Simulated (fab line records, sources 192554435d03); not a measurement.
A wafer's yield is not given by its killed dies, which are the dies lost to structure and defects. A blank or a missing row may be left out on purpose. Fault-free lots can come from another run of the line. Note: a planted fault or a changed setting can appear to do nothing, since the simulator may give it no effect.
Chamber matching    flow n5 finfet    N5_BEOL_M6_STRIP_67 on rie diel-03 has 4 sister chambers
The step strips in CF4. 22 wafers are shown with their chamber, then 11 later ones without.

== WAFERS WITH THEIR CHAMBER ==
wafer   chamber  drypump motor current A (A)  throttle valve pct (%)  oes product au (a.u.)
L077.1  0        5.7                          13.63                   0.75
L077.3  2        5.3                          13.89                   0.76
L077.6  1        5.3                          13.56                   0.79
L075.2  3        6.3                          14.01                   0.67
L075.4  2        5.3                          13.86                   0.76
L075.6  2        5.4                          13.85                   0.76
L081.2  0        5.6                          13.64                   0.73
L081.3  1        5.3                          13.58                   0.79
L081.5  2        5.3                          13.91                   0.75
L079.3  0        5.7                          13.65                   0.74
L079.4  0        5.7                          13.64                   0.74
L079.6  2        5.3                          13.90                   0.75
L082.1  3        6.3                          13.43                   1.01
L082.2  1        5.2                          13.60                   0.79
L082.4  2        5.3                          13.90                   0.75
L085.2  2        5.3                          13.92                   0.75
L085.3  0        5.7                          13.66                   0.72
L085.6  2        5.3                          13.91                   0.75
L086.1  2        5.3                          13.91                   0.73
L086.3  1        5.2                          13.63                   0.77
L086.6  3        6.3                          13.48                   0.94
L088.2  2        5.3                          13.97                   0.72

SIGNATURES (averages over the wafers above)
reading                  chamber 0  chamber 1  chamber 2  chamber 3  scatter within a chamber
drypump motor current A  5.680      5.250      5.310      6.300      0.0387
throttle valve pct       13.6440    13.5925    13.9020    13.6400    0.11
oes product au           0.7360     0.7850     0.7480     0.8733     0.0609
Rule: a wafer lies at a distance from a chamber equal to the root of the sum of squares, over the readings, of (its reading less the chamber's mean, divided by the reading's scatter). If the next closest chamber is less than 2 further off than the closest, the wafer can't be placed; otherwise it belongs to the closest. The scatter: take each reading less its chamber's mean, square it, sum over the shown wafers, divide by the number of wafers less the number of chambers, and take the root.

== WAFERS WHOSE CHAMBER IS MISSING ==
wafer   drypump motor current A (A)  throttle valve pct (%)  oes product au (a.u.)
L088.3  5.3                          13.64                   0.77
L088.5  5.3                          13.96                   0.73
L092.3  5.2                          13.63                   0.77
L092.4  5.7                          13.70                   0.72
L092.6  5.3                          13.94                   0.72
L094.1  5.3                          13.98                   0.72
L094.2  6.3                          13.54                   0.90
L094.5  5.2                          13.67                   0.75
L097.2  5.7                          13.72                   0.71
L097.4  6.3                          13.54                   0.90
L097.5  5.3                          13.99                   0.72

== WHICH CHAMBER EACH WENT THROUGH ==
wafer   from the rows above      in truth
L088.3  can't be placed: 1 or 2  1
L088.5  2                        2
L092.3  1                        1
L092.4  0                        0
L092.6  2                        2
L094.1  2                        2
L094.2  3                        3
L094.5  can't be placed: 1 or 2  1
L097.2  0                        0
L097.4  3                        3
L097.5  2                        2
Placed correctly: 9 of 11. Not placeable from these rows: 2 (in 2, the candidates include the true chamber). Wrongly placed: 0.
